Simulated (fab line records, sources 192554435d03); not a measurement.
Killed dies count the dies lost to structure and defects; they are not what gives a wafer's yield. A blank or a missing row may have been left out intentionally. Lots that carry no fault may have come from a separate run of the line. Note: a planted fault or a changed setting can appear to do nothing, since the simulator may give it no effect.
Code-filled problem report in 8D (eight disciplines) form -- flow n5 finfet -- the parts of the form that need people (team, actions taken, sign-off) are left out

## 1. WHAT IS WRONG
A mean of 20.1 s is read at N5_BEOL_M9_CMP_52 for barrier field endpoint s, taken on 1 wafer of 1 lot, against 28.6 s (standard deviation 0.66) on wafers free of any fault. Relative to the usual mean, that is a shift of -13 standard deviations.
The step: polishes, stops on SiCOH lowk, t overpolish 7 s, target thk 140 nm.
The first sign was on wafer L840.3 at day 15 06:46, on cmp-03. The record holds 29 wafers of 10 lots with a number at this step. Rule for "out" (also "out of limits"): further than 4 standard deviations from the usual mean. The rest of the wafers with a number are treated as sound.

## 2. WHAT IT IS AND WHAT IT IS NOT
question,is,is not
which readings at this step,barrier field endpoint s,motor current A
which lots,L840,"L828, L829, L832, L834, L835, L837, L847, L849, L851"
which wafers of those lots,L840.3,L840.2
read on which tools,cmp-03,"cmp-01, cmp-02"
when,from day 15 06:46,"up to then (19 sound wafers); but 9 sound wafers of L847, L849, L851 came after"

## 3. THE SUSPECTS, EACH WITH WHAT RULES IT OUT
Counting: a tool at a process step up to the reading stays a suspect if it ran every lot that is out. Sound lots after the first of them don't rule it out here, since some wafers of a struck lot are sound.
- pecvd-02 at N5_BEOL_M9_PECVD_70 (deposits SiO2 from TEOS/O2, target thk 20 nm, time 22.7 s): kept. It processed L840, the lot that is out, at day 14 22:49, and its most recent sound lot before then was L837 at day 14 04:23.
- rie diel-06 at N5_BEOL_M9_STRIP_80 (strips in N2/H2, time 10 s): kept. It processed L840, the lot that is out, at day 15 05:15, and its most recent sound lot before then was L837 at day 14 09:49. N5_BEOL_M9_STRIP_80: start missing for some lots; hours and lot order therefore follow N5_BEOL_M9_PRE_CLEAN_45.
- pvd sputter-03 at N5_BEOL_M9_PRE_CLEAN_45 (time 30 s): kept. It processed L840, the lot that is out, at day 15 05:15, and its most recent sound lot before then was L837 at day 14 09:49.
- ald metal-04 at N5_BEOL_M9_ALD_74 (deposits TaN, target thk 2 nm, pulse time 2 s, purge time 3 s): kept. It processed L840, the lot that is out, at day 15 05:19, and its most recent sound lot before then was L837 at day 14 09:53.
- cmp-03 at N5_BEOL_M9_CMP_52 (polishes, stops on SiCOH lowk, t overpolish 7 s, target thk 140 nm): kept. It processed L840, the lot that is out, at day 15 06:46, and its most recent sound lot before then was L832 at day 13 19:28. Its own readings are out on those wafers: barrier field endpoint s.
- At N5_BEOL_M9_PECVD_70 on pecvd-02, chamber 0 took the sound wafers of the same lots and chamber 2 took the wafers that are out.
- At N5_BEOL_M9_STRIP_80 on rie diel-06, chamber 1 took the sound wafers of the same lots and chamber 0 took the wafers that are out.
- At N5_BEOL_M9_ALD_74 on ald metal-04, chamber 1 took the sound wafers of the same lots and chamber 2 took the wafers that are out.
- At N5_BEOL_M9_CMP_52 on cmp-03, chamber 0 took the sound wafers of the same lots and chamber 2 took the wafers that are out.
Left after counting: pecvd-02 at N5_BEOL_M9_PECVD_70, rie diel-06 at N5_BEOL_M9_STRIP_80, pvd sputter-03 at N5_BEOL_M9_PRE_CLEAN_45, ald metal-04 at N5_BEOL_M9_ALD_74, cmp-03 at N5_BEOL_M9_CMP_52.

## 4. THE CAUSE (what the simulator had put in)
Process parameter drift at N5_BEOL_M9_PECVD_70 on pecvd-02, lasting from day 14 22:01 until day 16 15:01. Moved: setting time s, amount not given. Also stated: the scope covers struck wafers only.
5 suspects survive the count, and this tool is in that group.

## 5. THE EFFECT CHAIN, in route order
One row per reading whose mean, taken over the struck wafers that have a number, lies over 3 standard deviations from the usual. Only readings whose record carries a usual standard deviation are examined. hours: median over the lots of the time between each lot's start at the first step of this table that gives one and its start at this step. sigmas: the change, counted in usual standard deviations.
hours,step,reading,usual,on struck wafers,change,sigmas
0,N5_BEOL_M9_CMP_52,barrier field endpoint s,28.6 s,20.1,-8.5,-13
It contains these process steps:
- N5_BEOL_M9_CMP_52: polishes, stops on SiCOH lowk, t overpolish 7 s, target thk 140 nm.

## 6. WHAT WOULD HAVE CAUGHT IT SOONER
First out-of-limits reading in this record: day 15 06:46, which is 9 hours after fault onset at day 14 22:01.
An alarm limit of 4 standard deviations would not have fired on the tool readings at N5_BEOL_M9_PECVD_70 for which the record gives a usual standard deviation, since none of them was out on any struck wafer.
Each of the lots that are out, 1 in all, had begun N5_BEOL_M9_PECVD_70 on pecvd-02 no later than day 15 06:46. None of them would have been spared by holding the tool at that moment.
